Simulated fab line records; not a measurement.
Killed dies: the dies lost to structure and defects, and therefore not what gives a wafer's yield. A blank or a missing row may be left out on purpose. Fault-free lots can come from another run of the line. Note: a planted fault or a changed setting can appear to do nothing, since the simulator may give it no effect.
Chamber matching || flow n5 finfet || 3 sister chambers for N5_MOL_CONTACT_COAG_CO_FILL_22 on cvd co-01
The step material Co, precursor CCTBA/H2, target thk 20 nm. 27 wafers are shown with their chamber, then 12 later ones without.

## WAFERS WITH THEIR CHAMBER
{"wafer": "L074.1", "chamber": 2, "heater power w (W)": 223, "chamber pressure Torr (Torr)": 30.12}
{"wafer": "L074.3", "chamber": 0, "heater power w (W)": 269, "chamber pressure Torr (Torr)": 30.01}
{"wafer": "L074.5", "chamber": 2, "heater power w (W)": 227, "chamber pressure Torr (Torr)": 30.08}
{"wafer": "L076.2", "chamber": 0, "heater power w (W)": 275, "chamber pressure Torr (Torr)": 30.05}
{"wafer": "L076.3", "chamber": 2, "heater power w (W)": 232, "chamber pressure Torr (Torr)": 29.82}
{"wafer": "L076.6", "chamber": 0, "heater power w (W)": 268, "chamber pressure Torr (Torr)": 30.08}
{"wafer": "L077.2", "chamber": 1, "heater power w (W)": 280, "chamber pressure Torr (Torr)": 29.84}
{"wafer": "L077.3", "chamber": 2, "heater power w (W)": 227, "chamber pressure Torr (Torr)": 30.13}
{"wafer": "L077.4", "chamber": 1, "heater power w (W)": 284, "chamber pressure Torr (Torr)": 29.81}
{"wafer": "L078.1", "chamber": 1, "heater power w (W)": 287, "chamber pressure Torr (Torr)": 30.02}
{"wafer": "L078.3", "chamber": 2, "heater power w (W)": 226, "chamber pressure Torr (Torr)": 30.06}
{"wafer": "L078.6", "chamber": 1, "heater power w (W)": 284, "chamber pressure Torr (Torr)": 29.91}
{"wafer": "L079.2", "chamber": 0, "heater power w (W)": 277, "chamber pressure Torr (Torr)": 30.08}
{"wafer": "L079.3", "chamber": 2, "heater power w (W)": 231, "chamber pressure Torr (Torr)": 30.01}
{"wafer": "L079.5", "chamber": 1, "heater power w (W)": 281, "chamber pressure Torr (Torr)": 30.04}
{"wafer": "L080.1", "chamber": 0, "heater power w (W)": 268, "chamber pressure Torr (Torr)": 29.97}
{"wafer": "L080.3", "chamber": 2, "heater power w (W)": 230, "chamber pressure Torr (Torr)": 29.89}
{"wafer": "L080.4", "chamber": 2, "heater power w (W)": 227, "chamber pressure Torr (Torr)": 30.01}
{"wafer": "L082.1", "chamber": 2, "heater power w (W)": 222, "chamber pressure Torr (Torr)": 29.98}
{"wafer": "L082.3", "chamber": 2, "heater power w (W)": 228, "chamber pressure Torr (Torr)": 29.93}
{"wafer": "L082.6", "chamber": 0, "heater power w (W)": 262, "chamber pressure Torr (Torr)": 30.04}
{"wafer": "L083.1", "chamber": 2, "heater power w (W)": 219, "chamber pressure Torr (Torr)": 29.92}
{"wafer": "L083.2", "chamber": 1, "heater power w (W)": 281, "chamber pressure Torr (Torr)": 30.05}
{"wafer": "L083.3", "chamber": 0, "heater power w (W)": 277, "chamber pressure Torr (Torr)": 29.96}
{"wafer": "L086.1", "chamber": 2, "heater power w (W)": 224, "chamber pressure Torr (Torr)": 30.05}
{"wafer": "L086.4", "chamber": 2, "heater power w (W)": 231, "chamber pressure Torr (Torr)": 30.00}
{"wafer": "L086.5", "chamber": 0, "heater power w (W)": 269, "chamber pressure Torr (Torr)": 29.97}

SIGNATURES (means of the wafers above)
{"reading": "heater power w", "chamber 0": 270.62, "chamber 1": 282.83, "chamber 2": 226.69, "scatter within a chamber": 4.13}
{"reading": "chamber pressure Torr", "chamber 0": 30.0200, "chamber 1": 29.9450, "chamber 2": 30.0000, "scatter within a chamber": 0.085}
Rule: for each reading, subtract the chamber's mean from the wafer's reading, divide by that reading's scatter and square the result; add these up over the readings and take the root, which gives the wafer's distance from the chamber. The wafer belongs to the nearest chamber; if the next one is less than 2 further off, it can't be placed. The scatter is the square root of a quotient: the sum, over the shown wafers, of each reading's squared deviation from its chamber's mean, divided by wafers minus chambers.

## WAFERS MISSING THEIR CHAMBER
{"wafer": "L088.3", "heater power w (W)": 222, "chamber pressure Torr (Torr)": 30.02}
{"wafer": "L088.5", "heater power w (W)": 270, "chamber pressure Torr (Torr)": 30.02}
{"wafer": "L088.6", "heater power w (W)": 227, "chamber pressure Torr (Torr)": 30.01}
{"wafer": "L091.1", "heater power w (W)": 284, "chamber pressure Torr (Torr)": 30.02}
{"wafer": "L091.4", "heater power w (W)": 226, "chamber pressure Torr (Torr)": 29.98}
{"wafer": "L091.6", "heater power w (W)": 271, "chamber pressure Torr (Torr)": 29.95}
{"wafer": "L094.3", "heater power w (W)": 226, "chamber pressure Torr (Torr)": 30.00}
{"wafer": "L094.5", "heater power w (W)": 229, "chamber pressure Torr (Torr)": 29.91}
{"wafer": "L094.6", "heater power w (W)": 271, "chamber pressure Torr (Torr)": 30.00}
{"wafer": "L097.1", "heater power w (W)": 282, "chamber pressure Torr (Torr)": 30.11}
{"wafer": "L097.3", "heater power w (W)": 274, "chamber pressure Torr (Torr)": 29.90}
{"wafer": "L097.4", "heater power w (W)": 284, "chamber pressure Torr (Torr)": 30.00}

## THE CHAMBER EACH PASSED THROUGH
{"wafer": "L088.3", "from the rows above": 2, "in truth": 2}
{"wafer": "L088.5", "from the rows above": 0, "in truth": 0}
{"wafer": "L088.6", "from the rows above": 2, "in truth": 2}
{"wafer": "L091.1", "from the rows above": 1, "in truth": 1}
{"wafer": "L091.4", "from the rows above": 2, "in truth": 2}
{"wafer": "L091.6", "from the rows above": 0, "in truth": 0}
{"wafer": "L094.3", "from the rows above": 2, "in truth": 2}
{"wafer": "L094.5", "from the rows above": 2, "in truth": 2}
{"wafer": "L094.6", "from the rows above": 0, "in truth": 0}
{"wafer": "L097.1", "from the rows above": "can't be placed: 1 or 0", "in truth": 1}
{"wafer": "L097.3", "from the rows above": "can't be placed: 0 or 1", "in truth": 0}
{"wafer": "L097.4", "from the rows above": 1, "in truth": 1}
Correct placement for 10 of the 12. Can't be placed from these rows: 2 (the true chamber is among the candidates in 2). 0 placed wrongly.
